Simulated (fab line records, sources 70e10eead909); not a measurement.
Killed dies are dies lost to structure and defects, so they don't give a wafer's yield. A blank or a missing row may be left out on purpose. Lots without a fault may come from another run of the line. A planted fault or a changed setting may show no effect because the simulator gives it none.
Chamber matching | flow nand_harc | NHARC_A_CHANNEL_FILL_D2_STRIP_28 on rie_diel-13: 4 sister chambers
The step strips in O2, time 20 s. 30 wafers are shown with their chamber, then 12 later ones without.

WAFERS WITH THEIR CHAMBER
wafer  | chamber | showerhead_plenum_p_Torr (Torr) | oes_product_au (a.u.) | rf_vpp_V (V)
L074.3 | 0       | 3.58                            | 1.028                 | 58.6
L074.4 | 1       | 3.58                            | 1.002                 | 57.7
L074.5 | 0       | 3.58                            | 1.020                 | 56.6
L076.2 | 1       | 3.58                            | 1.012                 | 57.3
L076.5 | 3       | 3.63                            | 1.022                 | 59.2
L076.6 | 2       | 3.31                            | 1.002                 | 56.9
L075.1 | 2       | 3.31                            | 1.002                 | 57.3
L075.2 | 1       | 3.58                            | 1.009                 | 58.0
L075.5 | 0       | 3.58                            | 1.022                 | 58.1
L077.1 | 1       | 3.58                            | 1.003                 | 57.6
L077.4 | 0       | 3.58                            | 1.013                 | 58.4
L077.5 | 1       | 3.58                            | 1.018                 | 56.6
L078.3 | 1       | 3.58                            | 1.018                 | 59.9
L078.5 | 2       | 3.31                            | 1.002                 | 56.2
L078.6 | 1       | 3.58                            | 1.020                 | 58.3
L080.3 | 1       | 3.58                            | 1.010                 | 58.2
L080.4 | 3       | 3.63                            | 1.016                 | 56.6
L080.6 | 3       | 3.63                            | 1.005                 | 57.4
L083.1 | 0       | 3.58                            | 0.998                 | 58.9
L083.3 | 2       | 3.31                            | 1.006                 | 57.0
L083.6 | 1       | 3.58                            | 1.017                 | 57.7
L085.2 | 3       | 3.62                            | 1.018                 | 58.4
L085.3 | 1       | 3.58                            | 1.003                 | 57.4
L085.6 | 3       | 3.62                            | 1.022                 | 57.3
L084.1 | 2       | 3.31                            | 1.015                 | 56.9
L084.2 | 0       | 3.58                            | 1.005                 | 57.1
L084.5 | 1       | 3.58                            | 1.006                 | 56.7
L088.4 | 0       | 3.58                            | 1.009                 | 57.6
L088.5 | 0       | 3.58                            | 1.013                 | 58.2
L088.6 | 1       | 3.58                            | 1.013                 | 57.5

SIGNATURES (means of the wafers above)
reading                  | chamber 0 | chamber 1 | chamber 2 | chamber 3 | scatter within a chamber
showerhead_plenum_p_Torr | 3.5800    | 3.5800    | 3.3100    | 3.6260    | 0.00215
oes_product_au           | 1.01350   | 1.01092   | 1.00540   | 1.01660   | 0.00744
rf_vpp_V                 | 57.938    | 57.742    | 56.860    | 57.780    | 0.812
Rule: a wafer's distance from a chamber is the root of the sum, over the readings, of the square of ((its reading less the chamber's mean) divided by the reading's scatter). The wafer belongs to the nearest chamber; if the next one is less than 2 further off, it can't be placed. The scatter: the root of (the sum of the squares of (reading less its chamber's mean) over the shown wafers, divided by (wafers less chambers)).

WAFERS WITHOUT THEIR CHAMBER
wafer  | showerhead_plenum_p_Torr (Torr) | oes_product_au (a.u.) | rf_vpp_V (V)
L090.3 | 3.58                            | 1.015                 | 56.5
L090.4 | 3.62                            | 1.019                 | 58.7
L090.5 | 3.58                            | 1.023                 | 58.0
L092.1 | 3.58                            | 1.017                 | 57.3
L092.2 | 3.62                            | 1.009                 | 58.8
L092.3 | 3.31                            | 0.997                 | 57.0
L095.2 | 3.62                            | 1.018                 | 58.5
L095.4 | 3.58                            | 1.022                 | 57.3
L095.6 | 3.58                            | 1.017                 | 58.3
L097.1 | 3.31                            | 1.000                 | 56.6
L097.2 | 3.58                            | 0.996                 | 56.3
L097.6 | 3.31                            | 1.002                 | 58.0

WHICH CHAMBER EACH WENT THROUGH
wafer  | from the rows above     | in truth
L090.3 | can't be placed: 1 or 0 | 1
L090.4 | 3                       | 3
L090.5 | can't be placed: 0 or 1 | 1
L092.1 | can't be placed: 0 or 1 | 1
L092.2 | 3                       | 3
L092.3 | 2                       | 2
L095.2 | 3                       | 3
L095.4 | can't be placed: 0 or 1 | 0
L095.6 | can't be placed: 0 or 1 | 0
L097.1 | 2                       | 2
L097.2 | can't be placed: 1 or 0 | 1
L097.6 | 2                       | 2
Placed correctly: 6 of 12. Can't be placed from these rows: 6 (the true chamber is among the candidates in 6). Placed wrongly: 0.
